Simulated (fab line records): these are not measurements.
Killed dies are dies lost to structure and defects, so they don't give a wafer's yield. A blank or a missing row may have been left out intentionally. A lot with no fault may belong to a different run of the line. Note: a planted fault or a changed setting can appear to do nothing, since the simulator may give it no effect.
Struck lot and sound lot, side by side	flow n5-finfet	17 steps out of a route of 1938
Sound: the wafers L852.3, L852.4, L852.6. Struck: wafers L860.1, L860.3. (L860.6 of the same lot was not struck and is left out.) The cause comes at the end.
Order at every step that has rows: each side's tool, ch and its chambers, its first start. Under that, the readings that differ: sound wafers	struck wafers	difference of the means	sigmas: that difference in standard deviations of wafers without a fault.
alike: same words and numbers on both sides, and readings whose means sit less than 2 such deviations apart. not compared: any withheld reading, any reading some wafer has no value for, any bound like >300 that may hide the same value, and any number with overlapping values for which the record gives no deviation.
The two part at a step that has a row with sigmas, a row that says differs or no value, or rows on one side only. Non-overlapping numbers with no deviation appear without sigmas and do not part them. A reading that every wafer of one side lacks parts them only if that side has two wafers or more.

first, 4 steps without rows for these wafers: N5_HKMG_FIN_PRECLEAN_64 (cleans in dHF, time 30 s); N5_HKMG_FIN_WET_ETCH_65 (etches a-Si in TMAH, stops on TiN, time 49 s, target depth 3 nm); N5_HKMG_FIN_WET_ETCH_81 (etches TiN in SC1, stops on HfO2, time 57 s, target depth 6 nm); N5_HKMG_FIN_WET_ETCH_82 (etches La2O3 in dHCl, stops on HfO2, target depth 2 nm, rinse time 30 s).
N5_HKMG_FIN_ALD_36: deposits TiN, target thk 1 nm, pulse time 1 s, purge time 3 s.
  sound on ald-metal-01 ch 0,2, day 4 23:43; struck on ald-metal-01 ch 0,3, day 6 19:38
  alike: heater-power-w, precursor-pulse-height-rel
N5_HKMG_FIN_THK_MEAS_70: measures by xrf.
  sound: film-metro-01 at day 4 23:59; struck: film-metro-01 at day 6 19:55
  alike: HK_THK
N5_HKMG_FIN_PWFM_ALD_03: deposits TiN, target thk 2 nm, pulse time 1 s, purge time 3 s.
  sound on ald-metal-03 ch 0,2, day 5 00:02; struck on ald-metal-03 ch 1,2, day 6 19:56
  alike: heater-power-w, precursor-pulse-height-rel
then, 5 steps without rows for these wafers: N5_HKMG_FIN_COAT_29 (time 60 s, resist thk 300 nm); N5_HKMG_FIN_COAT_30 (time 60 s, resist thk 35 nm); N5_HKMG_FIN_COAT_06 (resist thk 90 nm); N5_HKMG_FIN_EBR_08; N5_HKMG_FIN_SOFTBAKE_07 (time 60 s).
N5_HKMG_FIN_EXPOSE_09: exposes mask NWFM.
  sound on arfi-scanner-02 ch 0, day 5 00:45; struck on arfi-scanner-03 ch 0, day 6 20:40
  alike: mask, focus-offset-nm
then, 2 steps without rows for these wafers: N5_HKMG_FIN_PEB_10 (peb time 60 s); N5_HKMG_FIN_DEVELOP_11 (develop time 30 s).
N5_HKMG_FIN_CD_MEAS_12 targets a cd of 92.8 nm.
  sound on cd-sem-01 ch 0, day 5 00:52; struck on cd-sem-03 ch 0, day 6 20:47
reading	sound	struck	difference	sigmas
cd-nm (nm)	92.3 92.7 92.6	63.6 62.6	-29.4	-47
N5_HKMG_FIN_OVL_MEAS_13:
  sound on overlay-02 ch 0, day 5 00:53; struck on overlay-01 ch 0, day 6 20:49
  alike: NWFM_OVL

== WHERE THEY PART ==
N5_HKMG_FIN_CD_MEAS_12 only, going by this record. Later steps at which nothing parts them and some readings are alike: N5_HKMG_FIN_OVL_MEAS_13.

WHY: the cause the simulator had injected
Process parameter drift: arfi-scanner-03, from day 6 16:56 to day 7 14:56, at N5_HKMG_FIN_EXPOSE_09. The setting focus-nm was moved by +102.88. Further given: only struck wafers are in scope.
